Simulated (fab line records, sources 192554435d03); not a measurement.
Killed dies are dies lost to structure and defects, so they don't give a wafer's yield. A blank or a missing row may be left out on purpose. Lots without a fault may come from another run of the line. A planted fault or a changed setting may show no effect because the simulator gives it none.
Which tool did it? | flow n5_finfet | 12 lots, 34 wafers sampled, at 4 steps of a route of 1938

WHAT THE GAUGES READ, wafer by wafer
N5_PASSIVATION_OVL_MEAS_63. Usual: PAD_OVL 0 nm, standard deviation 4.9.
lot  | measured     | on         | PAD_OVL (nm) | flag
L451 | day 12 20:23 | overlay-02 | -3 -4 -7     |
L452 | day 12 16:14 | overlay-02 | -1 5 -4      |
L453 | day 12 12:02 | overlay-02 | 1 3 0        |
L455 | day 13 10:10 | overlay-01 | 11 14 13     |
L456 | day 13 15:37 | overlay-02 | 2 -5 0       |
L457 | day 13 20:04 | overlay-02 | 1 4 0        |
L459 | day 13 20:29 | overlay-02 | -1 -3        |
L466 | day 16 04:58 | overlay-01 | 9 7 1        |
L470 | day 17 09:19 | overlay-01 | -6 -6        |
L472 | day 18 01:24 | overlay-02 | -5 1 -4      |
L473 | day 18 00:40 | overlay-01 | 1 5 1        |
L474 | day 18 00:31 | overlay-01 | 5 6 6        |

WHICH TOOL RAN EACH LOT (tool, then ch and the chambers of the sampled wafers, then the start)
lot  | N5_FIN_CUT_ETCH_30                | N5_PASSIVATION_DEGAS_18      | N5_PASSIVATION_PRE_CLEAN_19
L451 | rie_diel-03 ch 0,3, day 2 03:11   | pvd_sputter-02, day 12 19:34 | pvd_sputter-02, day 12 19:37
L452 | rie_diel-03 ch 0,2,3, day 2 08:39 | pvd_sputter-01, day 12 15:34 | pvd_sputter-01, day 12 15:36
L453 | rie_diel-02 ch 0,3, day 2 15:29   | pvd_sputter-02, day 12 11:14 | pvd_sputter-02, day 12 11:17
L455 | rie_diel-03 ch 0,1,2, day 3 05:27 | pvd_sputter-02, day 13 09:29 | pvd_sputter-02, day 13 09:32
L456 | rie_diel-03 ch 2,3, day 3 10:40   | pvd_sputter-03, day 13 14:56 | pvd_sputter-03, day 13 14:58
L457 | rie_diel-02 ch 0,3, day 3 14:19   | pvd_sputter-03, day 13 19:15 | pvd_sputter-03, day 13 19:17
L459 | rie_diel-06 ch 0,1, day 4 02:50   | pvd_sputter-02, day 13 19:49 | pvd_sputter-02, day 13 19:51
L466 | rie_diel-03 ch 1,2,3, day 5 20:47 | pvd_sputter-03, day 16 04:17 | pvd_sputter-03, day 16 04:20
L470 | rie_diel-06 ch 0,3, day 6 20:52   | pvd_sputter-02, day 17 08:37 | pvd_sputter-02, day 17 08:40
L472 | rie_diel-02 ch 0,2,3, day 7 09:48 | pvd_sputter-02, day 18 00:43 | pvd_sputter-02, day 18 00:46
L473 | rie_diel-06 ch 0,1, day 7 15:09   | pvd_sputter-02, day 17 23:59 | pvd_sputter-02, day 18 00:01
L474 | rie_diel-02 ch 0,2,3, day 7 20:55 | pvd_sputter-03, day 17 23:43 | pvd_sputter-03, day 17 23:45
- N5_FIN_CUT_ETCH_30: etches underlayer in N2/H2, target depth 13 nm, time 10.4 s.
- N5_PASSIVATION_DEGAS_18: time 60 s.
- N5_PASSIVATION_PRE_CLEAN_19

WHAT THE TOOLS THEMSELVES READ (means of the sampled wafers that have a number; where no wafer has one, the mark that the record gives instead)
N5_FIN_CUT_ETCH_30. Usual: drypump_motor_current_A 5.9 A, standard deviation 0.45; etch_rf_on_time_s 10.6 s, standard deviation 0.4; h2_flow_sccm 199.9 sccm, standard deviation 0.6; oes_product_au 0.65 a.u., standard deviation 0.079; rf_vpp_V 524.2 V, standard deviation 2.2; showerhead_plenum_p_Torr 2.56 Torr, standard deviation 0.077; throttle_valve_pct 17.9 %, standard deviation 0.32.
lot  | tool        | drypump_motor_current_A (A) | etch_rf_on_time_s (s) | h2_flow_sccm (sccm) | oes_product_au (a.u.) | rf_vpp_V (V) | showerhead_plenum_p_Torr (Torr) | throttle_valve_pct (%) | flag
L451 | rie_diel-03 | 6.0                         | 10.5                  | 199.5               | 0.61                  | 524.0        | 2.57                            | 17.9                   |
L452 | rie_diel-03 | 6.2                         | 10.7                  | 200.5               | 0.60                  | 524.1        | 2.58                            | 17.9                   |
L453 | rie_diel-02 | 5.9                         | 10.6                  | 199.7               | 0.67                  | 525.5        | 2.58                            | 17.4                   |
L455 | rie_diel-03 | 6.2                         | 10.4                  | 200.2               | 0.62                  | 523.5        | 2.51                            | 17.8                   |
L456 | rie_diel-03 | 6.3                         | 11.0                  | 199.6               | 0.58                  | 525.1        | 2.61                            | 17.9                   |
L457 | rie_diel-02 | 5.6                         | 10.4                  | 200.3               | 0.73                  | 524.2        | 2.53                            | 17.5                   |
L459 | rie_diel-06 | 5.8                         | 10.3                  | 199.3               | 0.68                  | 523.5        | 2.56                            | 18.0                   |
L466 | rie_diel-03 | 6.0                         | 10.8                  | 199.6               | 0.60                  | 523.9        | 2.54                            | 17.9                   |
L470 | rie_diel-06 | 5.7                         | 10.5                  | 200.1               | 0.74                  | 526.0        | 2.65                            | 17.7                   |
L472 | rie_diel-02 | 5.9                         | 10.7                  | 199.4               | 0.63                  | 524.0        | 2.54                            | 17.9                   |
L473 | rie_diel-06 | 5.7                         | 10.0                  | 199.5               | 0.80                  | 523.6        | 2.54                            | 17.8                   |
L474 | rie_diel-02 | 5.8                         | 10.7                  | 200.6               | 0.63                  | 524.2        | 2.54                            | 17.9                   |

N5_PASSIVATION_DEGAS_18. Usual: heater_power_w 449 W, standard deviation 36.
lot  | tool           | heater_power_w (W) | flag
L451 | pvd_sputter-02 | 479                |
L452 | pvd_sputter-01 | 454                |
L453 | pvd_sputter-02 | 496                |
L455 | pvd_sputter-02 | 475                |
L456 | pvd_sputter-03 | 427                |
L457 | pvd_sputter-03 | 442                |
L459 | pvd_sputter-02 | 484                |
L466 | pvd_sputter-03 | 436                |
L470 | pvd_sputter-02 | 431                |
L472 | pvd_sputter-02 | 494                |
L473 | pvd_sputter-02 | 444                |
L474 | pvd_sputter-03 | 420                |

N5_PASSIVATION_PRE_CLEAN_19. Usual: heater_power_w 449 W, standard deviation 36.
lot  | tool           | heater_power_w (W) | flag
L451 | pvd_sputter-02 | 487                |
L452 | pvd_sputter-01 | 453                |
L453 | pvd_sputter-02 | 503                |
L455 | pvd_sputter-02 | 476                |
L456 | pvd_sputter-03 | 421                |
L457 | pvd_sputter-03 | 441                |
L459 | pvd_sputter-02 | 474                |
L466 | pvd_sputter-03 | 438                |
L470 | pvd_sputter-02 | 434                |
L472 | pvd_sputter-02 | 496                |
L473 | pvd_sputter-02 | 449                |
L474 | pvd_sputter-03 | 428                |

THE ANSWER, worked out from the rows above alone
Rule: a lot is off if the mean of its wafers that have a number lies more than 3 standard deviations from the usual mean. A lot without any number at a reading at which 4 lots or more have one is off too. The other lots that the step has rows for count as sound. The gauges are gone through in route order, then the tools' own readings, and for those a lot's mean is taken as printed above. The first step at which some lot is off is used, and at that step the reading that is off furthest; a lot without a number counts as furthest.
No lot is off at any reading shown: from this, nothing can be told.

WHAT THE SIMULATOR HAD PUT IN
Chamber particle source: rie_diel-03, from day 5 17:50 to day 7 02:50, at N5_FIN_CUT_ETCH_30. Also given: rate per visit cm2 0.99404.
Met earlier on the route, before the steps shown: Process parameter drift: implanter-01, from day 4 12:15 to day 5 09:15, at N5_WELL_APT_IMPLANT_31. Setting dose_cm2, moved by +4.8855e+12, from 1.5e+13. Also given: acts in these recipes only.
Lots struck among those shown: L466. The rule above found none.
